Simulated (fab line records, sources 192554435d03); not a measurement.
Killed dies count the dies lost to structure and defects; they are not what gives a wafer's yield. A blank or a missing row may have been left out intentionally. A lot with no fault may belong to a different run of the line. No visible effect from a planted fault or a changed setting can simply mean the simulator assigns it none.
fab line records	flow n5Finfet
record lots=6	wafers=18	lastDay=17
route steps=1938 shown BEOL_M2@846 BEOL_M4@1111 PASSIVATION@1936
lots that met no fault: taken from a fault-free run of the same line
startH: start of the lot's first displayed wafer, in hours after the record's first day	waitH: hours since the lot's step before	" repeats the value in the row above	L1.1+2: one row covering several wafers at once	- no value, or no start given	* or withheld: withheld	< > ~ a bound
route shown NAME@n: names a module that has steps shown in the file, with the first one's number in the route	usual: average and standard deviation across the fault-free wafers	same: alike in all rows	chamber/n: place in a boat	sites: the reading at each site	_std_site: standard deviation of those values	_edge_site: mean of outer sites minus mean of inner sites	radiusMm: how far each site lies from the wafer's centre	mask NAME#n: copy n	behind: the tool/chamber that last shaped the wafer	hold: what put the lot on hold/how long, in hours/how the hold closed	device: the transistor (n, p or np) that didn't switch	end of line: at the end of the route, the tests of the same wafers	a step with no rows: only its recipe	killed: dies lost to structure and defects at the first sort, not the wafer's yield	map: shows each die of a wafer: x if killed, . if not, _ if none is there
set.NAME: the setting as run; set.NAME@STEP: as run at that earlier step	model.NAME: the simulator's own value behind a step, which no gauge read
certain route steps with their lots: each step a table, each wafer a row
services: a tool's chamber out of use, with start hour (startH, from the record's first day; less than 0 if before it), hours out, and reason
## steps
# step N5_BEOL_M2_COAT_62
# recipe resist=SiARC	tempC=220	timeS=60	spinRpm=1500	resistThkNm=12
# step N5_BEOL_M2_COAT_73
# recipe resist=underlayer	tempC=205	timeS=60	spinRpm=1500	resistThkNm=5
# step N5_BEOL_M2_COAT_05
# recipe resist=CAR-EUV	spinRpm=1500	resistThkNm=30
# step N5_BEOL_M2_EBR_07
# recipe solvent=PGMEA	ebrWidthMm=1.5
# step N5_BEOL_M2_SOFTBAKE_06
# recipe tempC=110	timeS=60	resist=CAR-EUV
# step N5_BEOL_M2_EXPOSE_08
# recipe maskId=M2	na=0.33	sourceShape=dipole	sigmaInner=0.369	sigmaOuter=0.767	polarization=unpolarized	doseMj=41.25
# step N5_BEOL_M2_PEB_09
# recipe pebTempC=100	pebTimeS=60	resist=CAR-EUV
# step N5_BEOL_M2_DEVELOP_10
# recipe developTimeS=30	developer=TMAH	resist=CAR-EUV	rinseLiquid=surfactantRinse	dry=airSpin	devTempC=23
# step N5_BEOL_M2_CD_MEAS_11
# recipe targetCdNm=16.79	landingEnergyEv=500	detector=seInlens	polarity=opening
# usual cdNm=16.83/0.21
# same landingEnergyEv=500
lot.wafer	tool	chamber	startH	waitH	cdNm
L233.2	cdSem-03	0	142.91	-	16.78
L233.3	"	0	"	"	17.08
L233.6	"	0	"	"	17.07
L236.1	cdSem-01	0	150.04	-	16.98
L236.3	"	0	"	"	16.82
L236.4	"	0	"	"	16.90
L238.1	cdSem-03	0	156.34	-	16.94
L238.3	"	0	"	"	16.74
L238.4	"	0	"	"	16.81
L241.1	cdSem-03	0	185.17	-	16.63
L241.3	"	0	"	"	17.21
L241.6	"	0	"	"	16.93
L250.1	cdSem-03	0	250.06	-	16.86
L250.4	"	0	"	"	16.80
L250.5	"	0	"	"	16.75
L252.2	cdSem-01	0	257.80	-	16.68
L252.4	"	0	"	"	16.89
L252.5	"	0	"	"	17.09
# step N5_BEOL_M2_OVL_MEAS_12
# recipe pointsPerWafer=522
# usual M2_OVL=-0.7/0.81
lot.wafer	tool	chamber	startH	waitH	M2_OVL[nm]
L233.2	overlay-01	0	142.94	0.0	0.5
L233.3	"	0	"	"	0.6
L233.6	"	0	"	"	0.7
L236.1	overlay-01	0	150.07	0.0	0.6
L236.3	"	0	"	"	-0.4
L236.4	"	0	"	"	0.1
L238.1	overlay-01	0	156.37	0.0	-2.0
L238.3	"	0	"	"	-1.6
L238.4	"	0	"	"	-1.1
L241.1	overlay-02	0	185.20	0.0	-1.3
L241.3	"	0	"	"	-1.9
L241.6	"	0	"	"	0.1
L250.1	overlay-01	0	250.09	0.0	-2.2
L250.4	"	0	"	"	-1.3
L250.5	"	0	"	"	-1.6
L252.2	overlay-01	0	257.83	0.0	-2.3
L252.4	"	0	"	"	-2.2
L252.5	"	0	"	"	-1.2
# step N5_BEOL_M2_INSPECT_13
# recipe mode=adi	inspectInstrument=brightfield
# usual rawDefectCount=447/110
lot.wafer	tool	chamber	startH	waitH	rawDefectCount
L233.2	defectInspect-02	-	143.00	0.0	496
L233.3	"	-	"	"	391
L233.6	"	-	"	"	479
L236.1	defectInspect-01	-	150.13	0.1	349
L236.3	"	-	"	"	384
L236.4	"	-	"	"	447
L238.1	defectInspect-02	-	156.42	0.1	567
L238.3	"	-	"	"	629
L238.4	"	-	"	"	581
L241.1	defectInspect-02	-	185.26	0.1	486
L241.3	"	-	"	"	449
L241.6	"	-	"	"	772
L250.1	defectInspect-01	-	250.15	0.1	478
L250.4	"	-	"	"	414
L250.5	"	-	"	"	534
L252.2	defectInspect-02	-	257.89	0.0	473
L252.4	"	-	"	"	522
L252.5	"	-	"	"	448
# step N5_BEOL_M2_DESCUM_16
# recipe chemistry=O2	timeS=7	sourcePowerW=50	biasPowerW=20	pressureMtorr=20	rfFrequencyHz=2.712e+07	tempC=40	resist=CAR-EUV	o2FlowSccm=225
# usual drypumpMotorCurrentA=5.6/0.32	oesProductAu=0.81/0.086	rfVppV=243.3/1.5	showerheadPlenumPTorr=2.10/0.085	throttleValvePct=20.41/0.24
lot.wafer	tool	chamber	startH	waitH	drypumpMotorCurrentA	oesProductAu	rfHoursCounterH	rfVppV	showerheadPlenumPTorr	throttleValvePct
L233.2	rieDiel-05	2	143.03	0.0	4.9	0.94	19	244.0	2.14	19.96
L233.3	"	2	"	"	4.9	0.94	-	244.7	2.14	19.97
L233.6	"	2	"	"	4.8	0.93	-	244.2	2.14	19.97
L236.1	rieDiel-01	2	150.46	0.3	5.9	0.73	178	242.4	2.08	20.62
L236.3	"	1	"	"	6.0	0.77	126	242.8	2.01	20.39
L236.4	"	3	"	"	5.5	0.82	73	243.2	2.03	20.48
L238.1	rieDiel-01	2	156.47	0.0	5.9	0.73	180	244.5	2.08	20.64
L238.3	"	0	"	"	5.7	0.77	137	242.5	2.01	20.41
L238.4	"	3	"	"	5.5	0.82	75	242.5	2.03	20.49
L241.1	rieDiel-01	3	185.30	0.0	5.5	0.82	85	241.2	2.03	20.52
L241.3	"	2	"	"	5.9	0.73	190	243.3	2.08	20.64
L241.6	"	1	"	"	6.0	0.76	-	242.2	2.01	20.43
L250.1	rieDiel-03	0	250.19	0.0	5.3	0.89	41	245.3	2.21	20.20
L250.4	"	3	"	"	5.7	0.68	-	241.8	1.98	20.63
L250.5	"	0	"	"	5.3	0.89	-	243.8	2.21	20.18
L252.2	rieDiel-05	0	258.02	0.1	5.6	0.73	191	245.4	2.07	20.52
L252.4	"	3	"	"	5.6	0.87	61	243.7	2.21	20.21
L252.5	"	2	"	"	4.9	0.86	-	244.0	2.13	20.03
# step N5_BEOL_M2_ETCH_74
# recipe chemistry=N2/H2	target=underlayer	targetDepthA=65	maskMaterial=CAR-EUV	timeS=5.2	ionEnergyEv=200	pressureMtorr=30	sourceW=840	biasW=150	n2FlowSccm=200	h2FlowSccm=200	ends=cleared
# usual biasW=149.9/0.4	drypumpMotorCurrentA=5.6/0.32	etchRfOnTimeS=5.23/0.084	h2FlowSccm=200.1/0.67	oesProductAu=0.69/0.072	rfVppV=524/3	showerheadPlenumPTorr=2.55/0.1	throttleValvePct=17.86/0.25
lot.wafer	tool	chamber	startH	waitH	biasW	drypumpMotorCurrentA	etchRfOnTimeS	h2FlowSccm	oesProductAu	rfHoursCounterH	rfVppV	showerheadPlenumPTorr	throttleValvePct
L233.2	rieDiel-05	2	143.08	0.0	149.5	4.9	5.13	200.9	0.80	19	522	2.60	17.41
L233.3	"	2	"	"	150.6	4.9	5.14	200.2	0.80	-	526	2.60	17.41
L233.6	"	2	"	"	150.3	4.8	5.07	200.6	0.80	-	528	2.60	17.42
L236.1	rieDiel-01	2	150.50	0.0	149.8	5.9	5.29	201.0	0.62	178	525	2.53	18.07
L236.3	"	1	"	"	150.2	6.0	5.17	201.1	0.66	126	520	2.45	17.83
L236.4	"	3	"	"	149.7	5.5	5.12	199.0	0.70	73	520	2.46	17.81
L238.1	rieDiel-01	2	156.50	0.0	149.9	5.9	9.23	199.4	0.47	180	523	2.53	18.02
L238.3	"	0	"	"	150.4	5.7	5.25	199.7	0.66	137	522	2.45	17.81
L238.4	"	3	"	"	150.1	5.5	8.92	200.5	0.54	75	522	2.46	17.77
L241.1	rieDiel-01	3	185.33	0.0	150.7	5.5	8.98	200.7	0.53	85	521	2.46	17.80
L241.3	"	2	"	"	149.5	5.9	5.31	198.8	0.61	190	525	2.52	18.10
L241.6	"	1	"	"	150.0	6.0	5.18	200.3	0.65	-	521	2.45	17.83
L250.1	rieDiel-03	0	250.22	0.0	150.7	5.3	5.22	199.9	0.74	41	527	2.69	17.66
L250.4	"	3	"	"	149.9	5.8	5.34	201.3	0.58	-	519	2.41	18.17
L250.5	"	0	"	"	150.4	5.3	5.18	199.0	0.74	-	528	2.69	17.65
L252.2	rieDiel-05	0	258.06	0.0	150.1	5.6	5.28	199.5	0.61	191	525	2.53	18.18
L252.4	"	3	"	"	150.4	5.5	5.28	199.7	0.73	61	527	2.69	17.63
L252.5	"	2	"	"	150.9	4.9	5.23	199.8	0.74	-	522	2.58	17.48
# step N5_BEOL_M2_ETCH_63
# recipe chemistry=CF4	target=SiARC	targetDepthA=156	maskMaterial=CAR-EUV	timeS=26	ionEnergyEv=80	pressureMtorr=40	sourceW=545	biasW=36	Ar_flow_sccm=100	cf4FlowSccm=100	ends=cleared
# usual biasW=35.99/0.11	drypumpMotorCurrentA=5.6/0.32	etchRfOnTimeS=26.1/0.42	oesProductAu=0.69/0.072	rfVppV=184.1/1.2	showerheadPlenumPTorr=2.15/0.085	throttleValvePct=15.60/0.26
lot.wafer	tool	chamber	startH	waitH	biasW	drypumpMotorCurrentA	etchRfOnTimeS	oesProductAu	rfHoursCounterH	rfVppV	showerheadPlenumPTorr	throttleValvePct
L233.2	rieDiel-05	2	143.11	0.0	36.05	4.8	25.9	0.79	19	185.5	2.18	15.10
L233.3	"	2	"	"	36.00	4.8	25.9	0.80	-	184.8	2.18	15.09
L233.6	"	2	"	"	35.99	4.8	25.9	0.80	-	185.1	2.18	15.11
L236.1	rieDiel-01	2	150.51	0.0	36.05	5.9	26.5	0.62	178	184.5	2.13	15.84
L236.3	"	1	"	"	35.90	6.0	25.8	0.67	126	184.0	2.06	15.58
L236.4	"	3	"	"	36.25	5.5	25.5	0.71	73	181.5	2.08	15.59
L238.1	rieDiel-01	2	156.52	0.0	36.13	5.9	26.5	0.62	180	183.2	2.13	15.85
L238.3	"	0	"	"	36.01	5.7	26.5	0.66	137	182.7	2.07	15.64
L238.4	"	3	"	"	35.95	5.5	25.5	0.71	75	183.5	2.08	15.60
L241.1	rieDiel-01	3	185.35	0.0	35.86	5.5	25.5	0.71	85	182.4	2.07	15.61
L241.3	"	2	"	"	35.93	5.9	26.3	0.61	190	184.2	2.13	15.86
L241.6	"	1	"	"	36.02	6.0	25.7	0.67	-	183.2	2.06	15.62
L250.1	rieDiel-03	0	250.24	0.0	36.02	5.3	26.4	0.74	41	183.5	2.27	15.39
L250.4	"	3	"	"	35.73	5.7	26.8	0.58	-	182.5	2.03	15.86
L250.5	"	0	"	"	35.93	5.3	26.3	0.75	-	184.9	2.27	15.37
L252.2	rieDiel-05	0	258.07	0.0	36.08	5.6	26.2	0.62	191	183.9	2.13	15.76
L252.4	"	3	"	"	35.86	5.5	26.2	0.73	61	184.2	2.27	15.47
L252.5	"	2	"	"	36.07	4.9	25.5	0.76	-	184.7	2.17	15.18
# step N5_BEOL_M4_RC_MEAS_101
# usual DIBL_N=36.0/1.4	DIBL_P=36.0/1.5	IOFF_N=0.160/0.026	IOFF_P=0.22/0.032	ION_N=674/10	ION_P=464/6.9	SS_N=71.5/0.56	SS_P=73.3/0.59	VT_N=249.5/2.9	VT_P=-249.2/3
lot.wafer	tool	chamber	startH	waitH	DIBL_N[mV/V]	DIBL_P[mV/V]	IOFF_N[nA/um]	IOFF_P[nA/um]	ION_N[uA/um]	ION_P[uA/um]	SS_N[mV/dec]	SS_P[mV/dec]	VT_N[mV]	VT_P[mV]
L233.2	prober-01	0	169.94	0.2	39.6	39.5	0.195	0.28	678	466	72.2	74.3	248.8	-251.5
L233.3	"	0	"	"	39.9	38.7	0.192	0.26	664	461	72.3	73.8	247.9	-247.8
L233.6	"	0	"	"	38.3	37.5	0.162	0.23	682	464	72.4	73.6	250.7	-249.9
L236.1	prober-02	0	195.97	0.0	35.8	36.1	0.148	0.20	661	455	71.5	73.3	250.7	-251.4
L236.3	"	0	"	"	36.8	37.3	0.168	0.22	679	464	71.7	73.4	249.2	-250.1
L236.4	"	0	"	"	35.8	36.4	0.148	0.20	665	452	72.1	73.8	252.1	-251.7
L238.1	prober-02	0	196.90	0.5	33.8	34.3	0.124	0.17	666	460	70.1	72.7	254.5	-255.1
L238.3	"	0	"	"	33.4	34.8	0.120	0.16	663	462	71.1	72.7	253.8	-254.4
L238.4	"	0	"	"	35.0	35.8	0.137	0.18	667	454	71.5	72.9	254.1	-253.3
L241.1	prober-01	0	240.44	0.0	36.8	37.1	0.173	0.24	681	467	71.8	72.7	245.3	-245.9
L241.3	"	0	"	"	36.2	36.4	0.158	0.23	676	466	71.6	73.7	250.6	-248.5
L241.6	"	0	"	"	36.8	36.8	0.168	0.24	674	473	72.2	72.9	247.4	-245.9
L252.2	prober-01	0	300.53	0.2	39.2	38.2	0.212	0.26	675	465	73.1	74.0	247.2	-245.4
L252.4	"	0	"	"	38.0	37.3	0.188	0.25	678	475	72.5	74.1	247.2	-247.0
L252.5	"	0	"	"	37.5	36.3	0.173	0.23	672	463	72.6	73.8	250.9	-247.9
L250.1	prober-01	0	305.67	0.0	35.1	34.5	0.125	0.18	668	464	71.5	72.9	253.6	-253.8
L250.4	"	0	"	"	33.9	32.9	0.115	0.17	656	455	70.8	72.8	253.7	-255.2
L250.5	"	0	"	"	36.2	36.7	0.157	0.22	683	470	71.5	73.9	247.6	-251.6
# step N5_PASSIVATION_PROBE_49
# usual defectLimitedYield=91.2/1.2	killed_at_M0_to_M3=34/9.9	killed_at_M4_up=14/5.7	killedAtContacts=13/6.3	killedAtFrontEnd=39/9.9	killedAtOther=3.7/2.8	killedDies=104/15	killedOpen=68/12	killedShort=34/6.7	sort_bin_5_function=5.2/0.9	sort_bin_6_memory=3.3/0.57	sortNPass=1076/15	sortYieldPct=91.2/1.2
# same grossDies=1180	killedAtBackSide=0	sort_bin_4_leakage[%]=0	sort_bin_8_speed[%]=0
lot.wafer	tool	chamber	startH	waitH	defectLimitedYield[%]	killed_at_M0_to_M3	killed_at_M4_up	killedAtContacts	killedAtFrontEnd	killedAtOther	killedDies	killedOpen	killedShort	sort_bin_5_function[%]	sort_bin_6_memory[%]	sortNPass	sortYieldPct[%]
L233.2	prober-01	-	280.33	0.1	91.4	12	17	19	50	4	102	60	41	4.9	3.6	1078	91.4
L233.3	prober-01	-	280.38	0.1	91.4	20	8	16	50	7	101	70	29	5.3	2.8	1079	91.4
L233.6	prober-01	-	280.53	0.3	92.5	22	3	10	49	5	89	53	34	4.4	2.7	1091	92.5
L238.1	prober-01	-	307.91	0.0	91.3	20	9	32	39	3	103	69	30	5.3	3.0	1077	91.3
L238.3	prober-01	-	308.01	0.1	91.1	29	8	21	40	7	105	72	24	5.6	3.1	1075	91.1
L238.4	prober-01	-	308.06	0.2	90.0	26	8	21	59	4	118	72	45	6.3	3.2	1062	90.0
L250.1	prober-01	-	416.69	0.0	90.8	39	9	18	41	2	109	64	44	5.4	3.5	1071	90.8
L250.4	prober-01	-	416.84	0.2	91.9	19	19	14	37	6	95	60	31	4.6	3.1	1085	91.9
L250.5	prober-01	-	416.89	0.2	91.2	29	24	7	40	4	104	79	24	5.0	3.4	1076	91.2
# killed by level:class
L233.2 MOL_CONTACT_COAG:geometricParticle:open=13 STI_FIN_REVEAL:geometricParticle:open=12 FIN_SAQP:geometricParticle:open=10 FIN_SAQP:geometricParticle:short=8 MOL_CONTACT_COAG:geometricParticle:short=6 BEOL_M7:geometricParticle:short=6 GATE_CUT:geometricParticle:short=5 GATE_CUT:geometricParticle:open=4
L233.3 FIN_SAQP:geometricParticle:open=16 MOL_CONTACT_COAG:geometricParticle:open=13 FIN_SAQP:geometricParticle:short=9 STI_FIN_REVEAL:geometricParticle:open=7 DUMMY_GATE:geometricParticle:open=6 BEOL_M0_SAQP:geometricParticle:open=4 BEOL_M3:geometricParticle:open=4 MOL_CONTACT_COAG:geometricParticle:short=3
L233.6 FIN_SAQP:geometricParticle:open=17 MOL_CONTACT_COAG:geometricParticle:open=8 FIN_SAQP:geometricParticle:short=6 DUMMY_GATE:geometricParticle:open=4 BEOL_M0_SAQP:geometricParticle:open=4 BEOL_M3:geometricParticle:open=4 BEOL_M0_SAQP:geometricParticle:short=3 STI_FIN_REVEAL:geometricParticle:short=3
L238.1 MOL_CONTACT_COAG:geometricParticle:open=25 STI_FIN_REVEAL:geometricParticle:open=12 MOL_CONTACT_COAG:geometricParticle:short=7 BEOL_M0_SAQP:geometricParticle:short=7 FIN_SAQP:geometricParticle:open=5 BEOL_M3:geometricParticle:open=5 ILD0:geometricParticle:open=4 BEOL_M4:geometricParticle:short=4
L238.3 STI_FIN_REVEAL:geometricParticle:open=18 MOL_CONTACT_COAG:geometricParticle:open=17 BEOL_M0:geometricParticle:open=6 STARTING-WAFER:geometricParticle:open=4 MOL_CONTACT_COAG:geometricParticle:short=4 BEOL_M0_SAQP:geometricParticle:short=4 BEOL_M1:geometricParticle:open=4 BEOL_M3:geometricParticle:short=4
L238.4 STI_FIN_REVEAL:geometricParticle:open=18 MOL_CONTACT_COAG:geometricParticle:open=14 FIN_SAQP:geometricParticle:open=12 FIN_SAQP:geometricParticle:short=10 BEOL_M2:geometricParticle:open=7 GATE_CUT:geometricParticle:short=7 MOL_CONTACT_COAG:geometricParticle:short=7 DUMMY_GATE:geometricParticle:short=4
L250.1 FIN_SAQP:geometricParticle:short=13 MOL_CONTACT_COAG:geometricParticle:open=13 BEOL_M0_SAQP:geometricParticle:short=11 FIN_SAQP:geometricParticle:open=9 BEOL_M0_SAQP:geometricParticle:open=9 BEOL_M2:geometricParticle:open=6 MOL_CONTACT_COAG:geometricParticle:short=4 BEOL_M3:geometricParticle:open=4
L250.4 MOL_CONTACT_COAG:geometricParticle:open=12 FIN_SAQP:geometricParticle:short=8 BEOL_M4:geometricParticle:open=8 FIN_SAQP:geometricParticle:open=7 STI_FIN_REVEAL:geometricParticle:open=7 BEOL_M3:geometricParticle:open=6 STARTING-WAFER:geometricParticle:short=5 BEOL_M1:geometricParticle:open=4
L250.5 FIN_SAQP:geometricParticle:open=11 BEOL_M4:geometricParticle:open=8 GATE_CUT:geometricParticle:open=7 BEOL_M0_SAQP:geometricParticle:open=7 BEOL_M2:geometricParticle:open=7 GATE_CUT:geometricParticle:short=6 BEOL_M0_SAQP:geometricParticle:short=6 BEOL_M7:geometricParticle:open=5
## services
tool	chamber	startH	hours	kind
rieDiel-05	1	136.48	-	clean
rieDiel-05	1	136.48	-	consumableReplace:focusRing
rieDiel-05	1	136.48	17.2	scheduledDown
rieDiel-05	1	136.48	17.2	ventCycle
rieDiel-05	0	142.77	7.4	repair
rieDiel-03	1	153.77	12.3	repair
rieDiel-01	0	179.54	2.7	repair
rieDiel-01	-	185.01	0.2	repair
rieDiel-03	1	198.54	9.7	repair
rieDiel-03	0	214.13	6.0	repair
rieDiel-05	3	234.00	1.2	repair
rieDiel-05	0	236.22	7.6	repair
rieDiel-01	3	239.74	10.0	repair
## key
firstSign step=N5_BEOL_M2_ETCH_74	reading=etchRfOnTimeS	direction=up	sigmas=46	usual=*	struck=*
effect step=N5_BEOL_M2_ETCH_74	reading=oesProductAu	direction=down	sigmas=2.4	usual=0.69	struck=0.51
metAt N5_BEOL_M2_ETCH_74
struckWafers L238.1,L238.4,L241.1
onsetBetween 150.50 156.50
fault kind=processParameterDrift	tool=rieDiel-01	chamber=-	onsetH=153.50	steps=N5_BEOL_M2_ETCH_74	channel=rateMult	offset=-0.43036	shape=step	endH=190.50	scope=struckWafersOnly
